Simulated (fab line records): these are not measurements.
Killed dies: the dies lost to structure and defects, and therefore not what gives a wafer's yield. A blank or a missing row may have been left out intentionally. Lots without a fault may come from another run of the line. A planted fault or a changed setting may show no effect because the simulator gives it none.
Matching of chambers | flow n5_finfet | N5_BEOL_M8_STRIP_19 on rie_diel-02: 4 sister chambers
The step strips in O2. 4 wafers are shown with their chamber, then 11 later ones without.

== WAFERS WITH THEIR CHAMBER ==
wafer  | chamber | showerhead_plenum_p_Torr (Torr)
L079.4 | 2       | 2.05
L081.1 | 0       | 2.08
L081.6 | 3       | 2.07
L083.1 | 1       | 2.15

== WAFERS WITHOUT THEIR CHAMBER ==
wafer  | showerhead_plenum_p_Torr (Torr)
L083.2 | 2.07
L083.6 | 2.07
L082.2 | 2.15
L082.3 | 2.15
L082.5 | 2.07
L088.1 | 2.04
L088.2 | 2.06
L088.3 | 2.15
L088.4 | 2.06
L088.5 | 2.15
L088.6 | 2.04

== WHICH CHAMBER EACH ONE RAN IN ==
wafer  | from the rows above          | in truth
L083.2 | can't be placed: 3 or 0      | 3
L083.6 | can't be placed: 3 or 0      | 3
L082.2 | 1                            | 1
L082.3 | 1                            | 1
L082.5 | can't be placed: 3 or 0      | 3
L088.1 | 2                            | 2
L088.2 | can't be placed: 3 or 2 or 0 | 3
L088.3 | 1                            | 1
L088.4 | can't be placed: 3 or 2 or 0 | 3
L088.5 | 1                            | 1
L088.6 | 2                            | 2
Correctly placed: 6 of 11. Can't be placed from these rows: 5 (the true chamber is among the candidates in 5). Placed wrongly: 0.
How it was worked out, from the rows above alone: a wafer's distance from a chamber is the root of the sum, over the readings, of the square of ((its reading less the chamber's mean) divided by the reading's scatter). The wafer belongs to the nearest chamber; if the next one is less than 2 further off, it can't be placed. The mean given for a chamber averages the wafers shown for that chamber. The scatter (one wafer shown for each chamber): square how far every hidden wafer sits from the nearest shown wafer, average those squares and take the square root.
